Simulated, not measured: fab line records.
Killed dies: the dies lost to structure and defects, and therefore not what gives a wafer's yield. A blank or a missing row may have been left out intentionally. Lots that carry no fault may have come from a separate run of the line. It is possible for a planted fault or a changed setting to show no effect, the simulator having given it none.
Struck lot and sound lot, side by side | flow n5-finfet | 40 steps out of a route of 1938
Sound: the wafers L646.3, L646.4, L646.6. Struck: wafer L651.4 (left out: L651.2, a lot-mate that was not struck); the cause follows at the end.
Per side, at each step with rows, come the tool, then ch with its chambers, and then its first start. Under that, the readings that differ: sound wafers | struck wafers | difference of the means | sigmas: that difference in standard deviations of wafers without a fault.
alike: a reading whose means differ by less than 2 such deviations, as well as words and numbers matching on both sides. not compared: withheld readings; readings where some wafer has no value; bounds like >300 that might hide an equal value; numbers whose values overlap and for which the record gives no deviation.
The two part at a step that has a row with sigmas, a row that says differs or no value, or rows on one side only. Numbers that don't overlap but have no deviation are shown without sigmas and don't part them. A reading missing from all wafers of one side parts the sides only when that side holds two or more wafers.

first, 9 steps without rows for these wafers: N5_BEOL_M4_ANNEAL_95 (time 240 s); N5_BEOL_M4_SPUTTER_96 (material Cu, target thk 4.5 nm, time 8.29 s); N5_BEOL_M4_ECD_50 (material Cu, target thk 300 nm); N5_BEOL_M4_ANNEAL_51 (time 90 s); N5_BEOL_M4_CMP_52 (polishes, stops on SiOC, t overpolish 6.8 s, target thk 40 nm); N5_BEOL_M4_PRE_CLEAN_60 (time 15 s); N5_BEOL_M4_CO_CAP_55 (material Co, precursor CCTBA/H2, target thk 2 nm, time 102.1 s); N5_BEOL_M4_PRE_CLEAN_56 (time 15 s); N5_BEOL_M4_DEP_57 (deposits SiCN from 3MS/NH3, target thk 8 nm, time 14 s).
N5_BEOL_M4_RC_MEAS_101:
  sound on prober-02 ch 0, day 11 14:09; struck on prober-01 ch 0, day 12 20:17
  alike: DIBL_N, DIBL_P, IOFF_N, IOFF_P, ION_N, ION_P, SS_N, SS_P, VT_N, VT_P
then, 24 steps without rows for these wafers: N5_BEOL_M5_ILD_DEP_00 (deposits SiCOH lowk from DEMS/porogen, target thk 140.64 nm, time 25.9 s); N5_BEOL_M5_CURE_79 (cures SiCOH lowk, time 240 s); N5_BEOL_M5_PECVD_70 (deposits SiO2 from TEOS/O2, target thk 16 nm, time 18 s); N5_BEOL_M5_HM_DEP_02 (deposits TiN, target thk 20 nm); N5_BEOL_M5_COAT_59 (time 60 s, resist thk 60 nm); N5_BEOL_M5_COAT_60 (time 60 s, resist thk 12 nm); N5_BEOL_M5_COAT_71 (time 60 s, resist thk 5 nm); N5_BEOL_M5_COAT_05 (resist thk 30 nm); N5_BEOL_M5_EBR_07; N5_BEOL_M5_SOFTBAKE_06 (time 60 s); N5_BEOL_M5_EXPOSE_08 (exposes mask M5, target cd 28 nm); N5_BEOL_M5_PEB_09 (peb time 60 s); N5_BEOL_M5_DEVELOP_10 (develop time 30 s); N5_BEOL_M5_DESCUM_16 (chemistry O2, time 7 s); N5_BEOL_M5_ETCH_72 (etches underlayer in N2/H2, target depth 6.5 nm, time 5.2 s); N5_BEOL_M5_ETCH_61 (etches SiARC in CF4, target depth 15.6 nm, time 26 s); N5_BEOL_M5_ETCH_62 (etches SOC in N2/H2, target depth 75 nm, overetch 15 nm, time 112.5 s); N5_BEOL_M5_STRIP_63 (strips in N2/H2); N5_BEOL_M5_STRIP_73 (strips in N2/H2); N5_BEOL_M5_STRIP_64 (strips in CF4); N5_BEOL_M5_HM_OPEN_17 (chemistry Cl2/BCl3, target TiN, target depth 20 nm, overetch 6 nm); N5_BEOL_M5_STRIP_19 (strips in O2); N5_BEOL_M5_COAT_65 (time 60 s, resist thk 60 nm); N5_BEOL_M5_COAT_66 (time 60 s, resist thk 12 nm).
N5_BEOL_M9_ETCH_62: etches SOC in N2/H2, target depth 110 nm, overetch 22 nm, time 165 s.
  sound on rie-diel-03 ch 2,3, day 13 14:08; struck on rie-diel-03 ch 3, day 14 11:59
  reading                                    | sound             | struck | difference | sigmas
  h2-flow-sccm (sccm)                        | 199.7 201.3 200.4 | 199.1  | -1.4       | -2
  model.etch.depth-nm (nm)                   | 100.3 100.2 100.3 | 77.03  | -23.24     |
  model.SiARC_of_BEOL_M9_COAT_60.thk-nm (nm) | 23.8 23.8 23.8    | 26.2   | +2.4       |
  model.BEOL_M9.cd-offset-nm (nm)            | 0.6 -0.2 -0.2     | -1.8   | -1.9       |
  alike: drypump-motor-current-A, oes-product-au, rf-vpp-V, showerhead-plenum-p-Torr, throttle-valve-pct
  not compared: rf-hours-counter-h
N5_BEOL_M9_HM_OPEN_17: chemistry Cl2/BCl3, target TiN, target depth 20 nm, overetch 6 nm.
  sound on rie-metal-01 ch 0,1, day 13 14:21; struck on rie-metal-02 ch 0, day 14 12:11
  reading               | sound          | struck | difference | sigmas
  oes-product-au (a.u.) | 0.57 0.62 0.63 | 0.24   | -0.37      | -6
  alike: bcl3-flow-sccm, drypump-motor-current-A, throttle-valve-pct
  not compared: rf-hours-counter-h
N5_BEOL_M9_CD_MEAS_18: pitch 140 nm, target cd 70 nm.
  sound on cd-sem-01, day 13 14:38; struck on cd-sem-03, day 14 12:23
  not compared: cd-nm
N5_BEOL_M9_VIA_ETCH_34: etches SiCOH lowk in C4F6/O2, target depth 182.4 nm, time 68.4 s.
  sound on rie-diel-06 ch 1,2, day 13 16:26; struck on rie-diel-03 ch 0, day 14 14:18
  reading               | sound          | struck | difference | sigmas
  oes-product-au (a.u.) | 0.91 0.72 0.72 | 0.29   | -0.49      | -6
  alike: drypump-motor-current-A, rf-vpp-V, showerhead-plenum-p-Torr, throttle-valve-pct
  not compared: rf-hours-counter-h
N5_BEOL_M9_OCD_MEAS_38:
  sound on ocd-01, day 13 16:43; struck on ocd-01, day 14 14:34
  not compared: trench-depth-nm
-- record jumps: 2 days separate the struck wafers' starts on either side; left off in module BEOL_M9, taken up again in module PASSIVATION, whose first shown step is the route's number 1936 --
N5_PASSIVATION_PROBE_49:
  the record has rows for the struck wafers here (prober-01, day 16 22:19) and none for the sound ones

## WHERE THEY PART
Earliest at N5_BEOL_M9_ETCH_62; latest, in this record, at N5_PASSIVATION_PROBE_49.

WHY: what had been put in by the simulator
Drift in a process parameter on rie-diel-03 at N5_BEOL_M9_ETCH_62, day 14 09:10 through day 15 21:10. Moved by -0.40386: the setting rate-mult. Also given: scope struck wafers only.
